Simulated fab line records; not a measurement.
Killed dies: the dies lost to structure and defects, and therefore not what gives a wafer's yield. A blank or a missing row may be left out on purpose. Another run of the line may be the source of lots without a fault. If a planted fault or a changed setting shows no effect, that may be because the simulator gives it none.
Comparing a struck lot with a sound one + flow n5_finfet + 14 out of 1938 route steps
Sound: the wafers L696.2, L696.3, L696.5. Struck: wafers L706.2, L706.5, L706.6. The cause is named last.
Per side, at each step with rows, come the tool, then ch with its chambers, and then its first start. Under that, the readings that differ: sound wafers + struck wafers + difference of the means + sigmas: that difference in standard deviations of wafers without a fault.
alike: readings with means less than 2 such deviations apart, plus words and numbers identical on both sides. not compared: withheld readings, readings lacking a value on some wafer, bounds such as >300 that could conceal the same value, and numbers that have no deviation in the record and whose values overlap.
Wherever a step has rows on one side only, a row that says differs or no value, or a row with sigmas, the two part there. Numbers that don't overlap but have no deviation are shown without sigmas and don't part them. A reading that every wafer of one side lacks parts them only if that side has two wafers or more.

N5_PASSIVATION_STRIP_34: strips in O2.
  sound on rie_diel-06 ch 0,2,3, day 13 01:55; struck on rie_diel-06 ch 1,2,3, day 15 05:38
  alike: drypump_motor_current_A, oes_product_au, rf_vpp_V, showerhead_plenum_p_Torr, throttle_valve_pct
  not compared: rf_hours_counter_h
then, 4 steps without rows for these wafers: N5_PASSIVATION_STRIP_51 (strips in post etch residue remover, time 1200 s); N5_PASSIVATION_CLEAN_69 (cleans in IPA, time 180 s); N5_PASSIVATION_SRD_70 (time 30 s); N5_PASSIVATION_PECVD_53 (deposits SiO2 from TEOS/O2, target thk 800 nm, time 169.4 s).
N5_PASSIVATION_PECVD_35: deposits SiNx from SiH4/NH3/N2, target thk 700 nm, time 151.3 s.
  sound on pecvd-04 ch 1,2, day 13 02:35; struck on pecvd-02 ch 1,2, day 15 06:15
  alike: heater_power_w, showerhead_plenum_p_Torr, throttle_valve_pct
then, 6 steps without rows for these wafers: N5_PASSIVATION_HMDS_37 (time 60 s); N5_PASSIVATION_COAT_38; N5_PASSIVATION_EBR_40; N5_PASSIVATION_SOFTBAKE_39 (time 120 s); N5_PASSIVATION_EXPOSE_41 (exposes mask PASS OPEN, defocus 0 nm, target cd 40000 nm); N5_PASSIVATION_PEB_42.
N5_PASSIVATION_DEVELOP_43: develop time 60 s.
  struck on litho_track-03, day 15 06:41; sound on litho_track-03 ch 0, day 13 03:05
  no value came back on the struck wafers for chill_plate_temp_C (C), develop_time_s (s), exhaust_pa (Pa); on the sound wafers chill_plate_temp_C (C) reads 22.99 22.99 22.78
then, 1 step without rows for these wafers: N5_PASSIVATION_HARDBAKE_45 (time 120 s).

## WHERE THEY PART
Only at N5_PASSIVATION_DEVELOP_43, as far as this record shows.

WHY: what had been put in by the simulator
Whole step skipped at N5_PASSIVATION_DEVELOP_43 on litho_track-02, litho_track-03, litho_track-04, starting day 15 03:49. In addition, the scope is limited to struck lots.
